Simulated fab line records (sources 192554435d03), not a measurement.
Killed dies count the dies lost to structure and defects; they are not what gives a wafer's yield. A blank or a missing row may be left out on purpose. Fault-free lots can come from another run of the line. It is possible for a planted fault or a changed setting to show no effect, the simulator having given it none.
A struck lot beside a sound one | flow n5-finfet | 38 out of 1938 route steps
Sound: wafers L602.1, L602.3, L602.4. Struck: wafer L616.2 (L616.3, L616.6, from the same lot, were not struck and are left out); the cause is given at the end.
For every step that has rows: the tool of each side, followed by ch and its chambers, followed by its first start. Under that, the readings that differ: sound wafers | struck wafers | difference of the means | sigmas: that difference in standard deviations of wafers without a fault.
alike: words and numbers the same on both sides, and readings whose means are apart by under 2 such deviations; not compared: readings that were withheld, readings missing a value for some wafer, numbers with overlapping values and no deviation given by the record, and bounds like >300 which may hide the same value.
A row with sigmas, a row that says differs or no value, or rows on one side alone: a step with any of these is where the two part. Numbers that have no deviation but don't overlap get no sigmas and don't part them. A reading missing from all wafers of one side parts the sides only when that side holds two or more wafers.

first, 9 steps without rows for these wafers: N5_FIN_SAQP_PRECLEAN_42 (cleans in O3/DIW, time 60 s); N5_FIN_SAQP_PRECLEAN_00 (cleans in SC1, time 60 s); N5_FIN_SAQP_PRECLEAN_44 (cleans in SC2, time 45 s); N5_FIN_SAQP_SRD_01 (time 30 s); N5_FIN_SAQP_ALD_61 (deposits SiO2, target thk 4 nm, pulse time 1 s, purge time 2 s); N5_FIN_SAQP_DENSIFY_62 (time 60 s); N5_FIN_SAQP_HM_DEP_03 (deposits SiNx from SiH4/NH3/N2, target thk 38 nm, time 33.6 s); N5_FIN_SAQP_PECVD_47 (deposits a-Si from SiH4/He, target thk 45 nm, time 36.3 s); N5_FIN_SAQP_PECVD_48 (deposits SiNx from SiH4/NH3/N2, target thk 25 nm, time 22.1 s).
N5_FIN_SAQP_PECVD_06: deposits a-Si from SiH4/He, target thk 60 nm, time 48.1 s.
  sound on pecvd-04 ch 0,1,2, day 2 03:40; struck on pecvd-04 ch 0, day 5 15:08
  reading                                     | sound             | struck | difference | sigmas
  heater-power-w (W)                          | 691 911 746       | 962    | +179       | +2
  model.a-Si_of_FIN_SAQP_PECVD_06.thk-nm (nm) | 58.86 60.32 60.13 | 93.78  | +34.01     |
  alike: showerhead-plenum-p-Torr, throttle-valve-pct
N5_FIN_SAQP_THK_MEAS_07:
  sound on film-metro-02, day 2 03:46; struck on film-metro-02, day 5 15:13
  reading     | sound          | struck | difference | sigmas
  thk-nm (nm) | 58.9 60.3 60.1 | 93.8   | +34.0      | +43
then, 9 steps without rows for these wafers: N5_FIN_SAQP_HM_DEP_72 (deposits SiO2 from SiH4/N2O, target thk 12 nm, time 7.2 s); N5_FIN_SAQP_COAT_49 (time 60 s, resist thk 100 nm); N5_FIN_SAQP_COAT_50 (time 60 s, resist thk 35 nm); N5_FIN_SAQP_COAT_10 (resist thk 90 nm); N5_FIN_SAQP_EBR_12; N5_FIN_SAQP_SOFTBAKE_11 (time 60 s); N5_FIN_SAQP_EXPOSE_13 (exposes mask FIN CORE, target cd 35.6 nm); N5_FIN_SAQP_PEB_14 (peb time 60 s); N5_FIN_SAQP_DEVELOP_15 (develop time 30 s).
N5_FIN_SAQP_OVL_MEAS_17:
  sound on overlay-02 ch 0, day 2 04:11; struck on overlay-01 ch 0, day 5 15:37
  reading           | sound       | struck | difference | sigmas
  FIN_CORE_OVL (nm) | 0.7 1.1 1.1 | -3.6   | -4.6       | -6
then, 6 steps without rows for these wafers: N5_FIN_SAQP_DESCUM_21 (chemistry O2, time 7.9 s); N5_FIN_SAQP_ETCH_51 (etches SiARC in CF4, target depth 45.5 nm, time 75.8 s); N5_FIN_SAQP_ETCH_52 (etches SOC in N2/H2, target depth 100 nm, overetch 20 nm, time 150 s); N5_FIN_SAQP_STRIP_53 (strips in N2/H2); N5_FIN_SAQP_HM_OPEN_73 (chemistry CHF3/O2, target SiO2, stops on a-Si, target depth 12 nm, time 16.8 s); N5_FIN_SAQP_STRIP_74 (strips in CHF3/O2).
N5_FIN_SAQP_MANDREL_ETCH_22: etches a-Si in HBr/Cl2, stops on SiNx, target depth 60 nm, bt time 10 s, time 30 s.
  sound on rie-si-02 ch 0,1,2, day 2 04:31; struck on rie-si-02 ch 3, day 5 16:14
  reading                  | sound             | struck | difference | sigmas
  oes-product-au (a.u.)    | 0.758 0.787 0.760 | 0.959  | +0.191     | +15
  model.etch.depth-nm (nm) | 58.86 60.27 60.13 | 87.55  | +27.80     |
  alike: HBr_flow_sccm, drypump-motor-current-A, throttle-valve-pct
  not compared: rf-hours-counter-h
then, 5 steps without rows for these wafers: N5_FIN_SAQP_STRIP_55 (strips in N2/H2); N5_FIN_SAQP_STRIP_23 (strips in SPM, time 750 s); N5_FIN_SAQP_SRD_66 (time 30 s); N5_FIN_SAQP_RECESS_75 (chemistry HF/NH3, target SiO2, target depth 14.4 nm, afs cycles 3, sublimation time 60 s); N5_FIN_SAQP_SPACER1_ALD_24 (deposits SiO2, target thk 20.3 nm, pulse time 1 s, purge time 2 s).
N5_FIN_SAQP_SPACER1_ETCHBACK_25: etches SiO2 in CHF3/O2, target depth 24.4 nm, time 12.2 s.
  sound on rie-diel-04 ch 0,1,2, day 2 06:07; struck on rie-diel-03 ch 3, day 5 18:43
  reading                                     | sound          | struck | difference | sigmas
  oes-product-au (a.u.)                       | 0.71 0.70 0.75 | 0.27   | -0.45      | -6
  rf-hours-counter-h (h)                      | 196 209 168    | 234    | +43        |
  rf-vpp-V (V)                                | 509 539 529    | 498    | -28        | -2
  model.a-Si_of_FIN_SAQP_PECVD_06.thk-nm (nm) | 58 59.4 59.2   | 92.8   | +33.9      |
  alike: drypump-motor-current-A, showerhead-plenum-p-Torr, throttle-valve-pct
then, 2 steps without rows for these wafers: N5_FIN_SAQP_MANDREL1_REMOVE_56 (chemistry HBr/Cl2/O2, target a-Si, stops on SiNx, bt time 10 s); N5_FIN_SAQP_ETCH_57 (etches SiNx in CH3F/O2, target depth 32.5 nm, time 46.4 s).
N5_FIN_SAQP_INSPECT_40: inspects for defects (brightfield).
  sound on defect-inspect-02, day 2 09:18; struck on defect-inspect-02, day 5 21:07
  reading          | sound       | struck | difference | sigmas
  raw-defect-count | 360 346 282 | 1904   | +1575      | +28
-- a jump in the record: the struck wafers' starts before and after are 11 days apart (it breaks off in module FIN_SAQP and resumes in module PASSIVATION, where the first step shown is number 1936 of the route) --
N5_PASSIVATION_PROBE_49:
  sound on prober-02, day 12 13:33; struck on prober-01, day 16 14:46
  reading             | sound     | struck | difference | sigmas
  killed-at-front-end | 34 27 20  | 1116   | +1089      | +99 or more
  killed-dies         | 100 82 88 | 1166   | +1076      | +63
  killed-on-rim       | 10 10 10  | 152    | +142       | +32
  alike: killed_at_M0_to_M3, killed_at_M4_up, killed-at-contacts, killed-at-other, killed-open, killed-short

WHERE THEY PART
Earliest at N5_FIN_SAQP_PECVD_06; latest, in this record, at N5_PASSIVATION_PROBE_49.

WHY: whatever the simulator had introduced
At N5_FIN_SAQP_PECVD_06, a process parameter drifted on pecvd-04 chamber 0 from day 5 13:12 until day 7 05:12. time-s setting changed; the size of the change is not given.
